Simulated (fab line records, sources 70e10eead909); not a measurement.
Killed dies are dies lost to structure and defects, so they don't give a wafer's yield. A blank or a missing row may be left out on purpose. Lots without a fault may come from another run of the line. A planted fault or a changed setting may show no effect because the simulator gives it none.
Chamber matching | flow nand_harc | NHARC_A_STAIRCASE_ETCH_292 on rie_diel-02: 4 sister chambers
The step etches the open film in CF4/CHF3. 4 wafers are shown with their chamber, then 7 later ones without.

WAFERS WITH THEIR CHAMBER
wafer  | chamber | showerhead_plenum_p_Torr (Torr)
L075.2 | 1       | 1.66
L082.1 | 0       | 1.48
L084.6 | 2       | 1.54
L085.5 | 3       | 1.48

WAFERS WITHOUT THEIR CHAMBER
wafer  | showerhead_plenum_p_Torr (Torr)
L085.6 | 1.54
L087.1 | 1.65
L087.2 | 1.54
L087.3 | 1.48
L091.4 | 1.48
L091.5 | 1.48
L091.6 | 1.48

WHICH CHAMBER EACH WENT THROUGH
wafer  | from the rows above     | in truth
L085.6 | 2                       | 2
L087.1 | 1                       | 1
L087.2 | 2                       | 2
L087.3 | can't be placed: 0 or 3 | 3
L091.4 | can't be placed: 0 or 3 | 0
L091.5 | can't be placed: 0 or 3 | 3
L091.6 | can't be placed: 0 or 3 | 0
Placed correctly: 3 of 7. Can't be placed from these rows: 4 (the true chamber is among the candidates in 4). Placed wrongly: 0.
How it was worked out, from the rows above alone: a wafer's distance from a chamber is the root of the sum, over the readings, of the square of ((its reading less the chamber's mean) divided by the reading's scatter). The wafer belongs to the nearest chamber; if the next one is less than 2 further off, it can't be placed. A chamber's mean is the mean of its shown wafers. The scatter: with one shown wafer a chamber, the root of the mean of the squares of how far each hidden wafer lies from its nearest shown one.
